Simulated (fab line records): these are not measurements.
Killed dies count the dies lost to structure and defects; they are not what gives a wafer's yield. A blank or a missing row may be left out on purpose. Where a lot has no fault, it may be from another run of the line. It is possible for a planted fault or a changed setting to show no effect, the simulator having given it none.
fab line records	flow n5-finfet
record lots=9	wafers=25	last-day=17
route steps=1938 shown BEOL_M2@860 BEOL_M4@1111 PASSIVATION@1936
lots untouched by any fault: they come from a run of this same line in which no faults occurred
start-h: the number of hours between the record's first day and the start of the first shown wafer of the lot	wait-h: hours elapsed since this lot's preceding step	" repeats the value in the row above	L1.1+2: a row that stands for several wafers	- no value, or no start was given	* or withheld: withheld	< > ~ a bound
route shown NAME@n: a module of which the file shows steps, and the number in the route of the first	usual: the fault-free wafers' mean and standard deviation	same: alike in all rows	chamber/n: place in a boat	sites: per-site readings	_std_site: how widely they spread, as a standard deviation	_edge_site: inner sites' mean taken away from outer sites' mean	radius-mm: how far each site lies from the wafer's centre	mask NAME#n: copy n	behind: the last tool/chamber to shape the wafer	hold: the reason the lot was held/the length of the hold in hours/how it ended	device: the n, p or np transistor that did not switch	end of line: the route-end tests of the same wafers	step lacking rows: just its recipe	killed: count of dies lost to structure and defects at first sort (not the wafer's yield)	map: the dies of a wafer, with x for killed, . for not killed, _ for no die there
set.NAME: the setting that was run; set.NAME@STEP: the one run at that earlier step	model.NAME: the simulator's own value behind a step, which no gauge read
one table for each step of the route and one row for each wafer, over a sample of lots
services: from which hour (start-h, from the record's first day; less than 0 if before it) a tool's chamber was out of use, for how many hours, and why
## steps
# step N5_BEOL_M2_ETCH_64
# recipe chemistry=N2/H2	target=SOC	target-depth-a=750	overetch-a=225	mask-material=SiARC	temp-c=40	time-s=121.9	ion-energy-ev=200	pressure-mtorr=30	source-w=840	bias-w=150	n2-flow-sccm=200	h2-flow-sccm=200
# usual chamber-pressure-mTorr=30.001/0.028	drypump-motor-current-A=5.7/0.48	oes-product-au=0.58/0.064	rf-vpp-V=522.6/1.3	showerhead-plenum-p-Torr=2.50/0.037	throttle-valve-pct=17.86/0.27
lot.wafer	tool	chamber	start-h	wait-h	chamber-pressure-mTorr	drypump-motor-current-A	oes-product-au	rf-hours-counter-h	rf-vpp-V	showerhead-plenum-p-Torr	throttle-valve-pct
L326.1	rie-diel-02	3	133.18	0.0	29.988	6.1	0.60	103	524.6	2.57	17.67
L326.2	"	0	"	"	30.005	5.6	0.60	97	521.1	2.46	17.72
L326.5	"	1	"	"	30.016	6.1	0.56	-	523.9	2.56	17.65
L328.3	rie-diel-05	2	148.73	0.0	29.999	5.2	0.55	162	520.6	2.44	17.91
L328.4	"	2	"	"	30.005	5.1	0.56	-	520.0	2.44	17.92
L328.6	"	3	"	"	29.938	5.7	0.54	-	522.3	2.51	18.16
L333.3	rie-diel-05	0	177.53	0.0	30.027	5.1	0.52	231	524.0	2.52	17.81
L333.5	"	2	"	"	29.991	5.1	0.54	-	520.0	2.43	17.95
L333.6	"	0	"	"	29.990	5.1	0.52	-	523.6	2.52	17.83
L334.1	rie-diel-05	1	183.53	0.0	30.000	6.0	0.54	250	522.4	2.49	17.80
L334.3	"	3	"	"	30.009	5.8	0.54	216	523.3	2.51	18.18
L334.5	"	2	"	"	30.001	5.2	0.55	-	520.3	2.43	17.93
L339.2	rie-diel-02	1	213.14	0.0	29.977	6.1	0.54	174	522.6	2.54	17.69
L339.3	"	2	"	"	30.003	6.0	0.56	183	524.4	2.53	18.26
L339.6	"	3	"	"	29.980	6.0	0.58	-	524.4	2.55	17.72
L345.1	rie-diel-05	2	248.03	0.0	30.015	5.1	0.53	205	520.7	2.42	18.00
L345.3	"	3	"	"	29.982	5.8	0.52	244	522.9	2.50	18.24
L345.4	"	0	"	"	30.030	5.1	0.73	1	522.7	2.51	17.42
L346.1	rie-diel-05	1	258.60	0.0	30.028	6.0	0.68	21	521.0	2.48	17.38
L346.6	"	3	"	"	29.963	5.7	0.52	-	521.9	2.49	18.22
L347.2	rie-diel-01	1	268.01	0.0	30.043	5.8	0.74	3	522.6	2.50	17.57
L347.6	"	0	"	"	29.954	6.5	0.63	-	521.2	2.48	17.43
L348.1	rie-diel-01	3	271.72	0.0	29.992	4.8	0.54	233	523.9	2.51	18.12
L348.2	"	1	"	"	29.998	5.7	0.72	5	520.8	2.50	17.58
L348.3	"	2	"	"	30.013	5.7	0.66	45	521.4	2.48	17.79
# step N5_BEOL_M2_STRIP_19
# recipe chemistry=O2	power-w=400	temp-c=40	pressure-mtorr=30	rf-frequency-hz=6e+07	bias-power-w=0	overash-fraction=0.2	o2-flow-sccm=225
# usual chamber-pressure-mTorr=30.001/0.028	drypump-motor-current-A=5.7/0.43	oes-product-au=0.77/0.089	rf-vpp-V=3.7/0.51	showerhead-plenum-p-Torr=2.063/0.029	throttle-valve-pct=16.72/0.23
# same bias-power-w=0
lot.wafer	tool	chamber	start-h	wait-h	chamber-pressure-mTorr	drypump-motor-current-A	oes-product-au	rf-hours-counter-h	rf-vpp-V	showerhead-plenum-p-Torr	throttle-valve-pct
L326.1	rie-diel-05	2	133.52	0.1	30.035	5.2	0.74	156	3.1	2.006	16.75
L326.2	"	1	"	"	30.003	6.0	0.72	238	3.2	2.068	16.78
L326.5	"	1	"	"	30.015	6.0	0.71	-	4.0	2.067	16.78
L328.3	rie-diel-02	0	149.01	0.1	30.040	5.6	0.79	101	3.5	2.033	16.69
L328.4	"	3	"	"	29.997	6.1	0.78	107	3.6	2.113	16.58
L328.6	"	1	"	"	29.940	6.1	0.74	-	3.4	2.103	16.50
L333.3	rie-diel-01	0	177.90	0.1	29.978	6.5	0.87	47	3.9	2.049	16.24
L333.5	"	1	"	"	30.015	5.7	0.68	-	4.1	2.071	16.85
L333.6	"	2	"	"	30.000	5.7	0.96	-	3.7	2.058	16.63
L334.1	rie-diel-05	2	183.83	0.1	29.972	5.1	0.72	177	3.4	1.999	16.77
L334.3	"	1	"	"	29.984	6.0	0.71	250	4.3	2.063	16.79
L334.5	"	0	"	"	30.072	5.1	0.68	-	4.0	2.079	16.72
L339.2	rie-diel-05	3	213.43	0.1	29.997	5.7	0.70	229	3.5	2.069	17.15
L339.3	"	1	"	"	29.974	6.0	0.96	3	2.9	2.062	16.31
L339.6	"	0	"	"	29.942	5.1	0.67	-	3.9	2.075	16.74
L345.1	rie-diel-01	0	248.31	0.1	30.017	6.5	0.84	71	3.7	2.041	16.31
L345.3	"	2	"	"	30.000	5.7	0.90	36	3.4	2.047	16.68
L345.4	"	0	"	"	30.040	6.5	0.84	-	3.8	2.041	16.31
L346.1	rie-diel-02	2	258.93	0.1	30.021	5.9	0.71	198	2.5	2.072	17.09
L346.6	"	0	"	"	30.015	5.7	0.77	-	4.6	2.020	16.75
L347.2	rie-diel-02	3	268.29	0.1	30.009	6.1	0.74	147	4.9	2.099	16.64
L347.6	"	2	"	"	29.993	5.9	0.71	-	3.4	2.071	17.11
L348.1	rie-diel-02	2	272.00	0.1	29.966	5.9	0.70	203	4.0	2.071	17.11
L348.2	"	0	"	"	30.020	5.6	0.75	143	3.6	2.019	16.75
L348.3	"	1	"	"	30.020	6.1	0.70	194	4.2	2.088	16.61
# step N5_BEOL_M2_OVL_MEAS_29
# recipe points-per-wafer=522
# usual V1_OVL=0.3/0.73
lot.wafer	tool	chamber	start-h	wait-h	V1_OVL[nm]
L326.1	overlay-02	0	133.94	0.0	1.0
L326.2	"	0	"	"	0.7
L326.5	"	0	"	"	1.2
L328.3	overlay-01	0	152.04	0.0	-0.2
L328.4	"	0	"	"	-0.1
L328.6	"	0	"	"	0.0
L333.3	overlay-02	0	178.46	0.0	1.2
L333.5	"	0	"	"	0.8
L333.6	"	0	"	"	-0.3
L334.1	overlay-01	0	184.32	0.0	0.3
L334.3	"	0	"	"	0.6
L334.5	"	0	"	"	1.0
L339.2	overlay-01	0	213.85	0.0	0.8
L339.3	"	0	"	"	0.5
L339.6	"	0	"	"	0.2
L345.1	overlay-02	0	248.73	0.0	0.6
L345.3	"	0	"	"	0.4
L345.4	"	0	"	"	0.4
L346.1	overlay-02	0	259.35	0.0	0.1
L346.6	"	0	"	"	-1.3
L347.2	overlay-01	0	268.72	0.0	0.8
L347.6	"	0	"	"	0.7
L348.1	overlay-02	0	272.42	0.0	0.2
L348.2	"	0	"	"	-0.1
L348.3	"	0	"	"	0.8
# step N5_BEOL_M2_ALD_98
# recipe material=SiO2	target-thk-a=25	temp-c=100	ald-precursor-family=BDEAS	ald-co-reactant=O2-plasma	pulse-time-s=1	co-reactant-pulse-time-s=1	purge-time-s=2	co-reactant-purge-time-s=2	ald-cycles=17	pressure-torr=2
# usual ald-cycles=17/0	heater-power-w=76/5.5	precursor-pulse-height-rel=0.999/0.02
# same co-reactant-purge-time-s=2
lot.wafer	tool	chamber	start-h	wait-h	ald-cycles	heater-power-w	precursor-pulse-height-rel
L326.1	ald-sin-04	3	134.22	0.1	17	80	0.989
L326.2	"	1	"	"	17	74	1.019
L326.5	"	2	"	"	17	80	1.016
L328.3	ald-sin-02	1	152.25	0.1	17	72	1.034
L328.4	"	2	"	"	17	62	1.020
L328.6	"	3	"	"	17	73	1.018
L333.3	ald-sin-02	0	178.67	0.1	17	73	0.997
L333.5	"	3	"	"	17	74	0.985
L333.6	"	2	"	"	17	65	0.974
L334.1	ald-sin-03	2	184.71	0.2	17	83	1.007
L334.3	"	3	"	"	17	80	0.993
L334.5	"	0	"	"	17	82	0.972
L339.2	ald-sin-03	0	214.08	0.1	17	84	0.993
L339.3	"	3	"	"	17	82	0.985
L339.6	"	3	"	"	17	81	1.013
L345.1	ald-sin-03	2	249.12	0.2	12	80	0.977
L345.3	"	3	"	"	17	79	0.980
L345.4	"	0	"	"	17	83	0.991
L346.1	ald-sin-03	2	259.68	0.2	12	83	1.009
L346.6	"	3	"	"	17	82	1.021
L347.2	ald-sin-03	1	268.96	0.1	12	78	0.968
L347.6	"	1	"	"	17	78	1.030
L348.1	ald-sin-04	2	274.10	0.4	17	75	0.982
L348.2	"	3	"	"	17	79	0.986
L348.3	"	0	"	"	17	71	0.987
# step N5_BEOL_M4_RC_MEAS_101
# usual DIBL_N=36.5/1.4	DIBL_P=36.5/1.6	IOFF_N=0.163/0.022	IOFF_P=0.219/0.029	ION_N=675/8.3	ION_P=464/6.2	SS_N=71.5/0.52	SS_P=73.4/0.57	VT_N=249.7/2.6	VT_P=-250/3
lot.wafer	tool	chamber	start-h	wait-h	DIBL_N[mV/V]	DIBL_P[mV/V]	IOFF_N[nA/um]	IOFF_P[nA/um]	ION_N[uA/um]	ION_P[uA/um]	SS_N[mV/dec]	SS_P[mV/dec]	VT_N[mV]	VT_P[mV]
L326.1	prober-02	0	164.98	0.4	35.8	35.3	0.140	0.185	661	459	71.2	72.5	250.8	-250
L326.2	"	0	"	"	38.3	37.5	0.177	0.224	671	462	72.1	73.1	248.6	-247
L326.5	"	0	"	"	36.7	37.0	0.152	0.201	670	465	71.2	72.9	249.0	-249
L328.3	prober-01	0	183.48	0.3	37.4	38.1	0.189	0.216	673	455	72.7	73.7	247.7	-251
L328.4	"	0	"	"	34.2	34.8	0.134	0.174	666	453	71.4	73.3	251.4	-255
L328.6	"	0	"	"	36.5	38.0	0.174	0.213	676	461	72.3	73.4	250.6	-251
L333.3	prober-01	0	213.32	0.3	36.9	36.2	0.172	0.197	666	454	72.1	73.3	251.5	-250
L333.5	"	0	"	"	35.8	35.2	0.154	0.188	666	454	70.6	73.4	250.5	-251
L333.6	"	0	"	"	36.2	36.4	0.173	0.200	682	462	71.4	73.0	249.3	-251
L334.1	prober-01	0	214.70	0.0	33.8	32.7	0.120	0.196	666	468	71.6	72.4	251.9	-247
L334.3	"	0	"	"	36.2	35.5	0.155	0.244	671	464	71.3	73.1	249.2	-247
L334.5	"	0	"	"	35.3	34.8	0.140	0.230	676	472	71.5	72.8	250.8	-248
L339.2	prober-01	0	246.60	0.2	34.8	35.5	0.147	0.234	664	466	71.8	73.1	249.3	-247
L339.3	"	0	"	"	35.3	36.7	0.165	0.258	683	474	72.0	73.3	247.6	-245
L339.6	"	0	"	"	36.8	38.5	0.186	0.295	668	473	73.2	73.8	245.2	-242
L345.1	prober-02	0	285.77	0.0	37.2	37.0	0.176	0.219	682	461	71.7	73.5	249.3	-250
L345.3	"	0	"	"	37.7	38.1	0.195	0.232	694	469	71.5	73.2	247.1	-251
L345.4	"	0	"	"	38.3	38.3	0.203	0.244	682	465	71.7	73.7	246.3	-250
L346.1	prober-02	0	290.68	0.0	38.5	38.0	0.175	0.240	681	464	71.3	74.3	250.5	-247
L346.6	"	0	"	"	38.1	37.6	0.174	0.248	685	471	71.4	74.0	247.6	-247
L347.2	prober-01	0	298.36	0.2	35.9	37.2	0.158	0.203	675	467	71.4	73.2	251.6	-253
L347.6	"	0	"	"	36.0	37.6	0.166	0.203	682	463	71.8	73.5	249.8	-252
L348.1	prober-02	0	310.36	0.0	35.7	37.9	0.170	0.230	681	472	72.5	73.4	250.1	-248
L348.2	"	0	"	"	33.3	34.6	0.127	0.184	675	467	71.0	72.6	252.1	-251
L348.3	"	0	"	"	35.0	36.6	0.151	0.217	675	465	71.1	73.3	250.0	-249
# step N5_PASSIVATION_PROBE_49
# usual defect-limited-yield=91.2/1.6	killed_at_M0_to_M3=33/11	killed_at_M4_up=15/6.2	killed-at-contacts=15/7.1	killed-at-front-end=38/12	killed-at-other=4/3.5	killed-dies=104/19	killed-open=69/14	killed-short=34/8.5	sort_bin_5_function=5.2/0.99	sort_bin_6_memory=3.3/0.77	sort-n-pass=1076/19	sort-yield-pct=91.2/1.6
# same gross-dies=1180	killed-at-back-side=0	sort_bin_4_leakage[%]=0	sort_bin_8_speed[%]=0
lot.wafer	tool	chamber	start-h	wait-h	defect-limited-yield[%]	killed_at_M0_to_M3	killed_at_M4_up	killed-at-contacts	killed-at-front-end	killed-at-other	killed-dies	killed-open	killed-short	sort_bin_5_function[%]	sort_bin_6_memory[%]	sort-n-pass	sort-yield-pct[%]
L339.2	prober-01	-	347.73	0.1	93.2	20	14	9	30	7	80	37	40	4.2	2.3	1100	93.2
L339.3	prober-01	-	347.78	0.1	93.6	25	9	10	28	3	75	54	19	4.2	2.1	1105	93.6
L339.6	prober-01	-	347.93	0.3	92.6	15	10	14	42	6	87	55	31	4.7	2.5	1093	92.6
L346.1	prober-01	-	398.80	0.0	90.5	49	14	14	29	6	112	79	31	5.8	3.6	1068	90.5
L346.6	prober-01	-	399.05	0.3	90.8	42	26	13	26	1	108	79	26	4.7	4.2	1072	90.8
L347.2	prober-02	-	413.17	0.1	89.0	52	14	21	32	11	130	74	55	6.9	3.8	1050	89.0
L347.6	prober-02	-	413.37	0.3	88.1	74	17	14	25	11	141	79	61	7.5	3.8	1039	88.1
# killed by level:class
L339.2 MOL_CONTACT_COAG:geometric-particle:open=6 BEOL_M4:geometric-particle:short=6 STARTING-WAFER:geometric-particle:short=6 GATE_CUT:geometric-particle:short=5 BEOL_M2:geometric-particle:open=5 ILD0:geometric-particle:short=4 BEOL_M4:geometric-particle:open=4 FIN_SAQP:geometric-particle:short=3
L339.3 STI_FIN_REVEAL:geometric-particle:open=8 MOL_CONTACT_COAG:geometric-particle:open=8 BEOL_M2:geometric-particle:open=8 STI_FIN_REVEAL:geometric-particle:short=5 FIN_SAQP:geometric-particle:open=4 BEOL_M0_SAQP:geometric-particle:open=4 BEOL_M1:geometric-particle:open=4 BEOL_M3:geometric-particle:open=4
L339.6 FIN_SAQP:geometric-particle:open=13 MOL_CONTACT_COAG:geometric-particle:open=12 FIN_SAQP:geometric-particle:short=8 GATE_CUT:geometric-particle:short=6 DUMMY_GATE:geometric-particle:open=5 BEOL_M2:geometric-particle:open=5 STI_FIN_REVEAL:geometric-particle:open=3 BEOL_M1:geometric-particle:open=3
L346.1 BEOL_M3:geometric-particle:open=13 MOL_CONTACT_COAG:geometric-particle:open=12 BEOL_M2:geometric-particle:open=11 BEOL_M1:geometric-particle:open=9 BEOL_M4:geometric-particle:open=7 BEOL_M0:geometric-particle:open=6 BEOL_M2:geometric-particle:short=6 FIN_SAQP:geometric-particle:open=5
L346.6 BEOL_M1:geometric-particle:open=19 BEOL_M4:geometric-particle:open=13 MOL_CONTACT_COAG:geometric-particle:open=10 STI_FIN_REVEAL:geometric-particle:open=6 BEOL_M3:geometric-particle:open=5 DUMMY_GATE:geometric-particle:open=4 BEOL_M0_SAQP:geometric-particle:open=4 STI_FIN_REVEAL:geometric-particle:short=3
L347.2 MOL_CONTACT_COAG:geometric-particle:open=16 BEOL_M0_SAQP:geometric-particle:short=16 BEOL_M0_SAQP:geometric-particle:open=12 BEOL_M3:geometric-particle:open=10 DUMMY_GATE:geometric-particle:open=6 GATE_CUT:geometric-particle:short=6 MOL_CONTACT_COAG:geometric-particle:short=5 GATE_CUT:geometric-particle:open=4
L347.6 BEOL_M0_SAQP:geometric-particle:short=29 BEOL_M0_SAQP:geometric-particle:open=24 MOL_CONTACT_COAG:geometric-particle:open=12 BEOL_M1:geometric-particle:open=7 FIN_SAQP:geometric-particle:open=6 BEOL_M3:geometric-particle:open=4 BEOL_M4:geometric-particle:short=4 BEOL_M2:geometric-particle:short=4
## services
tool	chamber	start-h	hours	kind
rie-diel-01	1	126.77	8.7	repair
rie-diel-05	0	141.50	9.7	repair
rie-diel-05	1	163.92	15.8	repair
ald-sin-04	-	178.30	14.0	pm
rie-diel-05	1	184.07	-	clean
rie-diel-05	1	184.07	-	consumable-replace:focus-ring
rie-diel-05	1	184.07	21.9	scheduled-down
rie-diel-05	1	184.07	21.9	vent-cycle
rie-diel-01	0	205.00	10.7	repair
ald-sin-04	-	207.11	14.6	pm
rie-diel-05	3	217.36	2.8	repair
rie-diel-05	0	221.67	-	clean
rie-diel-05	0	221.67	-	consumable-replace:focus-ring
rie-diel-05	0	221.67	19.9	scheduled-down
rie-diel-05	0	221.67	19.9	vent-cycle
rie-diel-01	1	226.12	7.0	repair
ald-sin-02	3	228.19	19.0	repair
ald-sin-04	-	244.53	6.1	pm
rie-diel-05	3	265.74	-	clean
rie-diel-05	3	265.74	-	consumable-replace:focus-ring
rie-diel-05	3	265.74	15.5	scheduled-down
rie-diel-05	3	265.74	15.5	vent-cycle
rie-diel-05	-	271.96	10.0	pm
ald-sin-03	-	273.11	1.0	repair
## key
first-sign step=N5_BEOL_M2_ALD_98	reading=ald-cycles	direction=down	sigmas=99+	usual=*	struck=*
effect none on later readings
met-at N5_BEOL_M2_ALD_98
struck-lots L345,L346,L347
struck-wafers L345.1,L346.1,L347.2
not-acting-at N5_BEOL_M2_ETCH_64,N5_BEOL_M2_STRIP_19,N5_BEOL_M2_OVL_MEAS_29
onset-between 214.08 249.12
fault kind=process-parameter-drift	tool=ald-sin-03	chamber=-	onset-h=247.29	steps=N5_BEOL_M2_ALD_98	channel=ald-cycles	offset=*	shape=step	end-h=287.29	scope=struck-wafers-only	acts-in=*	stated=*
